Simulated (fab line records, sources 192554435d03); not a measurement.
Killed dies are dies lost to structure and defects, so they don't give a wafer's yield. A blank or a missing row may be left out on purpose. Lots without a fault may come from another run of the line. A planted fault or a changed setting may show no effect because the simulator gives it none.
Which tool did it? | flow n5_finfet | 15 lots, 45 wafers sampled, at 6 steps of a route of 1938

WHAT THE GAUGES READ, wafer by wafer
N5_BEOL_M4_THK_MEAS_53: measures by xrf. Usual: M4_THK 39.5 nm, standard deviation 1.2.
lot  | measured     | on            | M4_THK (nm)    | flag
L527 | day 8 01:29  | film_metro-01 | 41.3 40.3 40.5 |
L529 | day 8 14:37  | film_metro-02 | 41.7 38.9 40.1 |
L532 | day 8 23:35  | film_metro-02 | 38.9 37.6 38.2 |
L531 | day 9 06:23  | film_metro-02 | 38.1 39.0 38.8 |
L533 | day 9 09:45  | film_metro-02 | 40.7 40.0 39.6 |
L534 | day 10 00:26 | film_metro-01 | 40.9 41.2 41.7 |
L535 | day 10 07:51 | film_metro-02 | 40.5 40.1 38.5 |
L536 | day 10 17:41 | film_metro-01 | 40.8 41.1 40.4 |
L538 | day 11 08:04 | film_metro-02 | 37.6 39.7 37.4 |
L540 | day 11 08:34 | film_metro-02 | 38.4 41.0 39.3 |
L541 | day 11 11:44 | film_metro-01 | 37.7 41.2 37.4 |
L543 | day 12 04:52 | film_metro-01 | 40.2 42.4 39.2 |
L544 | day 12 11:01 | film_metro-02 | 39.1 41.2 38.6 |
L545 | day 12 14:53 | film_metro-01 | 41.1 40.7 39.4 |
L547 | day 12 22:10 | film_metro-02 | 40.5 38.1 40.1 |

N5_BEOL_M5_CD_MEAS_18: pitch 56 nm, target cd 28 nm. Usual: cd_nm 27.99 nm, standard deviation 0.28.
lot  | measured     | on        | cd_nm (nm)        | flag
L527 | day 8 06:38  | cd_sem-03 | 28.00 28.26 27.72 |
L529 | day 8 20:04  | cd_sem-01 | 28.19 28.82 27.86 |
L532 | day 9 03:35  | cd_sem-02 | 27.74 27.34 27.95 |
L531 | day 9 10:29  | cd_sem-01 | 28.49 28.86 28.44 |
L533 | day 9 12:58  | cd_sem-02 | 27.69 27.92 27.39 |
L534 | day 10 05:19 | cd_sem-03 | 28.02 27.99 28.02 |
L535 | day 10 12:30 | cd_sem-01 | 27.86 27.97 27.97 |
L536 | day 10 22:21 | cd_sem-02 | 27.91 28.40 28.11 |
L538 | day 11 12:31 | cd_sem-01 | 28.28 28.32 28.13 |
L540 | day 11 13:14 | cd_sem-03 | 27.92 27.70 27.87 |
L541 | day 11 16:05 | cd_sem-01 | 28.39 27.94 28.28 |
L543 | day 12 08:01 | cd_sem-03 | 27.54 28.25 27.54 |
L544 | day 12 17:03 | cd_sem-01 | - - -             | OFF
L545 | day 12 18:28 | cd_sem-03 | - - -             | OFF
L547 | day 13 02:02 | cd_sem-01 | - - -             | OFF

WHICH TOOL RAN EACH LOT (tool, then ch and the chambers of the sampled wafers, then the start)
lot  | N5_BEOL_M4_ANNEAL_87         | N5_BEOL_M4_SPUTTER_94        | N5_BEOL_M5_HM_DEP_02         | N5_BEOL_M5_HM_OPEN_17
L527 | pvd_sputter-03, day 7 23:30  | pvd_sputter-03, day 8 00:18  | pvd_sputter-03, day 8 05:22  | rie_metal-02 ch 0,1, day 8 06:29
L529 | pvd_sputter-02, day 8 12:49  | pvd_sputter-02, day 8 13:37  | pvd_sputter-02, day 8 19:02  | rie_metal-02 ch 0,1, day 8 19:53
L532 | pvd_sputter-02, day 8 21:46  | pvd_sputter-02, day 8 22:34  | pvd_sputter-03, day 9 02:37  | rie_metal-01 ch 0,1, day 9 03:23
L531 | pvd_sputter-02, day 9 04:34  | pvd_sputter-02, day 9 05:22  | pvd_sputter-03, day 9 09:19  | rie_metal-03 ch 1, day 9 10:13
L533 | pvd_sputter-02, day 9 07:47  | pvd_sputter-02, day 9 08:35  | pvd_sputter-01, day 9 11:53  | rie_metal-03 ch 0,1, day 9 12:46
L534 | pvd_sputter-03, day 9 22:38  | pvd_sputter-03, day 9 23:26  | pvd_sputter-03, day 10 02:25 | rie_metal-03 ch 0,1, day 10 05:02
L535 | pvd_sputter-03, day 10 06:02 | pvd_sputter-03, day 10 06:50 | pvd_sputter-01, day 10 10:44 | rie_metal-03 ch 0,1, day 10 12:16
L536 | pvd_sputter-02, day 10 15:52 | pvd_sputter-02, day 10 16:40 | pvd_sputter-02, day 10 21:24 | rie_metal-01 ch 0,1, day 10 22:11
L538 | pvd_sputter-01, day 11 06:15 | pvd_sputter-01, day 11 07:03 | pvd_sputter-03, day 11 11:34 | rie_metal-02 ch 1, day 11 12:20
L540 | pvd_sputter-02, day 11 06:45 | pvd_sputter-02, day 11 07:33 | pvd_sputter-01, day 11 12:17 | rie_metal-03 ch 0,1, day 11 13:04
L541 | pvd_sputter-03, day 11 09:56 | pvd_sputter-03, day 11 10:44 | pvd_sputter-01, day 11 15:01 | rie_metal-02 ch 0,1, day 11 15:55
L543 | pvd_sputter-01, day 12 02:26 | pvd_sputter-01, day 12 03:14 | pvd_sputter-01, day 12 07:04 | rie_metal-02 ch 0,1, day 12 07:52
L544 | pvd_sputter-03, day 12 09:12 | pvd_sputter-03, day 12 10:00 | pvd_sputter-03, day 12 14:47 | rie_metal-03 ch 0,1, day 12 16:44
L545 | pvd_sputter-02, day 12 13:03 | pvd_sputter-02, day 12 13:51 | pvd_sputter-03, day 12 17:30 | rie_metal-03 ch 0, day 12 18:17
L547 | pvd_sputter-02, day 12 20:21 | pvd_sputter-02, day 12 21:09 | pvd_sputter-01, day 13 01:05 | rie_metal-02 ch 0,1, day 13 01:52
- N5_BEOL_M4_ANNEAL_87: time 240 s.
- N5_BEOL_M4_SPUTTER_94: material Cu, target thk 4.5 nm, time 8.29 s.
- N5_BEOL_M5_HM_DEP_02: deposits TiN, target thk 20 nm.
- N5_BEOL_M5_HM_OPEN_17: chemistry Cl2/BCl3, target TiN, target depth 20 nm, overetch 6 nm.

WHAT THE TOOLS THEMSELVES READ (means of the sampled wafers that have a number; where no wafer has one, the mark that the record gives instead)
N5_BEOL_M4_ANNEAL_87. Usual: heater_power_w 795 W, standard deviation 75.
lot  | tool           | heater_power_w (W) | flag
L527 | pvd_sputter-03 | 754                |
L529 | pvd_sputter-02 | 774                |
L532 | pvd_sputter-02 | 818                |
L531 | pvd_sputter-02 | 807                |
L533 | pvd_sputter-02 | 796                |
L534 | pvd_sputter-03 | 788                |
L535 | pvd_sputter-03 | 756                |
L536 | pvd_sputter-02 | 753                |
L538 | pvd_sputter-01 | 831                |
L540 | pvd_sputter-02 | 808                |
L541 | pvd_sputter-03 | 750                |
L543 | pvd_sputter-01 | 817                |
L544 | pvd_sputter-03 | 755                |
L545 | pvd_sputter-02 | 854                |
L547 | pvd_sputter-02 | 772                |

N5_BEOL_M4_SPUTTER_94. Usual: throttle_valve_pct 29.6 %, standard deviation 0.8.
lot  | tool           | throttle_valve_pct (%) | flag
L527 | pvd_sputter-03 | 30.1                   |
L529 | pvd_sputter-02 | 29.1                   |
L532 | pvd_sputter-02 | 29.0                   |
L531 | pvd_sputter-02 | 29.4                   |
L533 | pvd_sputter-02 | 29.2                   |
L534 | pvd_sputter-03 | 30.4                   |
L535 | pvd_sputter-03 | 30.3                   |
L536 | pvd_sputter-02 | 29.1                   |
L538 | pvd_sputter-01 | 31.0                   |
L540 | pvd_sputter-02 | 29.5                   |
L541 | pvd_sputter-03 | 30.3                   |
L543 | pvd_sputter-01 | 31.0                   |
L544 | pvd_sputter-03 | 30.0                   |
L545 | pvd_sputter-02 | 29.2                   |
L547 | pvd_sputter-02 | 29.2                   |

N5_BEOL_M5_HM_DEP_02. Usual: chamber_pressure_pa 0.5000 Pa, standard deviation 0.001; substrate_temp_c 24.99 C, standard deviation 0.12; throttle_valve_pct 30.0 %, standard deviation 0.86.
lot  | tool           | chamber_pressure_pa (Pa) | substrate_temp_c (C) | throttle_valve_pct (%) | flag
L527 | pvd_sputter-03 | 0.5002                   | 24.95                | 30.1                   |
L529 | pvd_sputter-02 | 0.5001                   | 24.99                | 29.2                   |
L532 | pvd_sputter-03 | 0.5010                   | 24.87                | 30.1                   |
L531 | pvd_sputter-03 | 0.4991                   | 24.99                | 30.3                   |
L533 | pvd_sputter-01 | 0.5007                   | 25.07                | 30.2                   |
L534 | pvd_sputter-03 | 0.5006                   | 24.96                | 30.1                   |
L535 | pvd_sputter-01 | 0.5006                   | 24.99                | 30.5                   |
L536 | pvd_sputter-02 | 0.4993                   | 24.95                | 29.1                   |
L538 | pvd_sputter-03 | 0.4988                   | 24.96                | 30.3                   |
L540 | pvd_sputter-01 | 0.5001                   | 24.97                | 29.5                   |
L541 | pvd_sputter-01 | 0.5003                   | 25.07                | 30.9                   |
L543 | pvd_sputter-01 | 0.5001                   | 24.93                | 31.3                   |
L544 | pvd_sputter-03 | -                        | -                    | -                      | OFF
L545 | pvd_sputter-03 | -                        | -                    | -                      | OFF
L547 | pvd_sputter-01 | -                        | -                    | -                      | OFF

N5_BEOL_M5_HM_OPEN_17. Usual: drypump_motor_current_A 5.77 A, standard deviation 0.29; oes_ar_750_au 0.78 a.u., standard deviation 0.11; oes_product_au 0.66 a.u., standard deviation 0.09; throttle_valve_pct 22.13 %, standard deviation 0.17.
lot  | tool         | drypump_motor_current_A (A) | oes_ar_750_au (a.u.) | oes_product_au (a.u.) | throttle_valve_pct (%) | flag
L527 | rie_metal-02 | 5.46                        | 0.80                 | 0.68                  | 22.15                  |
L529 | rie_metal-02 | 5.44                        | 0.79                 | 0.67                  | 22.16                  |
L532 | rie_metal-01 | 5.95                        | 0.90                 | 0.76                  | 22.00                  |
L531 | rie_metal-03 | 5.81                        | 0.64                 | 0.54                  | 22.50                  |
L533 | rie_metal-03 | 5.92                        | 0.68                 | 0.57                  | 22.12                  |
L534 | rie_metal-03 | 5.92                        | 0.67                 | 0.58                  | 22.10                  |
L535 | rie_metal-03 | 5.94                        | 0.67                 | 0.58                  | 22.11                  |
L536 | rie_metal-01 | 6.13                        | 0.80                 | 0.68                  | 22.03                  |
L538 | rie_metal-02 | 5.47                        | 0.74                 | 0.62                  | 22.12                  |
L540 | rie_metal-03 | 5.88                        | 0.88                 | 0.76                  | 22.13                  |
L541 | rie_metal-02 | 5.43                        | 0.82                 | 0.69                  | 22.23                  |
L543 | rie_metal-02 | 5.45                        | 0.77                 | 0.65                  | 22.17                  |
L544 | rie_metal-03 | 5.84                        | 0.85                 | 0.32                  | 22.81                  | OFF
L545 | rie_metal-03 | 6.01                        | 0.68                 | 0.26                  | 22.59                  | OFF
L547 | rie_metal-02 | 5.46                        | 0.77                 | 0.28                  | 22.82                  | OFF

THE ANSWER, worked out from the rows above alone
Rule: a lot is off if the mean of its wafers that have a number lies more than 3 standard deviations from the usual mean. A lot without any number at a reading at which 4 lots or more have one is off too. The other lots that the step has rows for count as sound. The gauges are gone through in route order, then the tools' own readings, and for those a lot's mean is taken as printed above. The first step at which some lot is off is used, and at that step the reading that is off furthest; a lot without a number counts as furthest.
Off: L544, L545, L547, at N5_BEOL_M5_CD_MEAS_18 (cd_nm). Without a number there: L544, L545, L547.
A tool fits if, at a process step before that reading, it ran every lot that is off, and no sound lot after the first of them. The gauges at N5_BEOL_M5_CD_MEAS_18 aren't tried: what is off there is off at N5_BEOL_M5_HM_DEP_02 too, on other tools, and a gauge's error can't cause that. None of those tried fits.

WHAT THE SIMULATOR HAD PUT IN
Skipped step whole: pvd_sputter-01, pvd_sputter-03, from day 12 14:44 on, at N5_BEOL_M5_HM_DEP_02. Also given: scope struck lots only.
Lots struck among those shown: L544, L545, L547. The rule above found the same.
